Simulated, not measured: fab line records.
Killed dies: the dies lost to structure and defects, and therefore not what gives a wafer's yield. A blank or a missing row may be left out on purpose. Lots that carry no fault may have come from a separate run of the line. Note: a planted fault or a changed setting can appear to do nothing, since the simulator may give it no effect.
Chamber matching :: flow n5Finfet :: rieDiel-02 running N5_BEOL_M15_VIA_ETCH_16: 4 sister chambers
The step etches SiO2 in C4F8/O2/Ar, target depth 1792.2 nm. 4 wafers are shown with their chamber, then 9 later ones without.

## EACH WAFER AND ITS CHAMBER
wafer: L079.6
chamber: 3
showerheadPlenumPTorr (Torr): 3.41

wafer: L087.3
chamber: 0
showerheadPlenumPTorr (Torr): 3.38

wafer: L087.5
chamber: 2
showerheadPlenumPTorr (Torr): 3.42

wafer: L087.6
chamber: 1
showerheadPlenumPTorr (Torr): 3.63

## WAFERS WHOSE CHAMBER IS MISSING
wafer: L089.1
showerheadPlenumPTorr (Torr): 3.40

wafer: L089.4
showerheadPlenumPTorr (Torr): 3.38

wafer: L089.6
showerheadPlenumPTorr (Torr): 3.41

wafer: L095.3
showerheadPlenumPTorr (Torr): 3.40

wafer: L095.5
showerheadPlenumPTorr (Torr): 3.40

wafer: L095.6
showerheadPlenumPTorr (Torr): 3.41

wafer: L094.1
showerheadPlenumPTorr (Torr): 3.40

wafer: L094.5
showerheadPlenumPTorr (Torr): 3.41

wafer: L094.6
showerheadPlenumPTorr (Torr): 3.40

## EACH ONE'S CHAMBER
wafer: L089.1
from the rows above: can't be placed: 3 or 0 or 2
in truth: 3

wafer: L089.4
from the rows above: 0
in truth: 0

wafer: L089.6
from the rows above: can't be placed: 3 or 2
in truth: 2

wafer: L095.3
from the rows above: can't be placed: 3 or 0 or 2
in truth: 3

wafer: L095.5
from the rows above: can't be placed: 3 or 0 or 2
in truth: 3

wafer: L095.6
from the rows above: can't be placed: 3 or 2
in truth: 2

wafer: L094.1
from the rows above: can't be placed: 3 or 0 or 2
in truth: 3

wafer: L094.5
from the rows above: can't be placed: 3 or 2
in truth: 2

wafer: L094.6
from the rows above: can't be placed: 3 or 0 or 2
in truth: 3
Correctly placed: 1 of 9. Cannot be placed on the basis of these rows: 8; the candidates contain the true chamber in 8. 0 placed wrongly.
How it was worked out, from the rows above alone: a wafer's distance from a chamber is the root of the sum, over the readings, of the square of ((its reading less the chamber's mean) divided by the reading's scatter). The wafer belongs to the nearest chamber; if the next one is less than 2 further off, it can't be placed. Each chamber's mean is taken over the wafers shown for it. The scatter: with one shown wafer a chamber, the root of the mean of the squares of how far each hidden wafer lies from its nearest shown one.
